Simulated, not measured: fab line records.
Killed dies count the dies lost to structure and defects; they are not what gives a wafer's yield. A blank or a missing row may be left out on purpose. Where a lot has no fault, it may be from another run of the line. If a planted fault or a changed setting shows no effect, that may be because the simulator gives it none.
Which of the tools did it?    flow nand-harc    18 wafers from 6 lots sampled at 2 of the route's 1302 steps

## WHAT THE GAUGES READ, wafer by wafer
NHARC_P_GATE_CD_MEAS_59: the cd target is 720 nm.
lot   measured      on         cd-nm (nm)
L178  day 7 01:29   cd-sem-02  724.0 718.9 720.2
L180  day 8 05:09   cd-sem-02  721.8 721.5 723.4
L182  day 8 22:04   cd-sem-02  722.3 724.1 722.6
L187  day 10 19:23  cd-sem-02  726.4 723.5 721.4
L194  day 13 21:44  cd-sem-03  717.0 717.9 722.4
L197  day 15 03:31  cd-sem-02  720.2 722.0 722.3

## WHICH TOOL RAN EACH LOT (tool, then ch and the chambers of the sampled wafers, then the start)
lot   NHARC_P_GATE_STRIP_75
L178  plasma-asher-02 ch 0,1, day 7 00:42
L180  plasma-asher-02 ch 0,1, day 8 04:14
L182  plasma-asher-01 ch 0,1, day 8 21:08
L187  plasma-asher-01 ch 0,1, day 10 18:29
L194  plasma-asher-02 ch 0,1, day 13 20:56
L197  plasma-asher-01 ch 0,1, day 15 02:43
- NHARC_P_GATE_STRIP_75: strips in O2.

## THE ANSWER, worked out from the rows above alone
Rule: the usual values come from the lots themselves. Put in order of their means at a reading, lots are off if they are a third of the lots or fewer, leave a main group of 4 or more, and stand apart from it by a gap of 3 or more times the standard deviation of the main group's means; of several such gaps the widest counts. A main group is skipped when, at the precision printed for the reading in the tables above, its means are all equal. A lot without any number at a reading at which 4 lots or more have one is off too. All remaining lots with rows at the step are treated as sound.
No lot is off at any reading shown: from this, nothing can be told.

## WHAT THE SIMULATOR HAD INSERTED
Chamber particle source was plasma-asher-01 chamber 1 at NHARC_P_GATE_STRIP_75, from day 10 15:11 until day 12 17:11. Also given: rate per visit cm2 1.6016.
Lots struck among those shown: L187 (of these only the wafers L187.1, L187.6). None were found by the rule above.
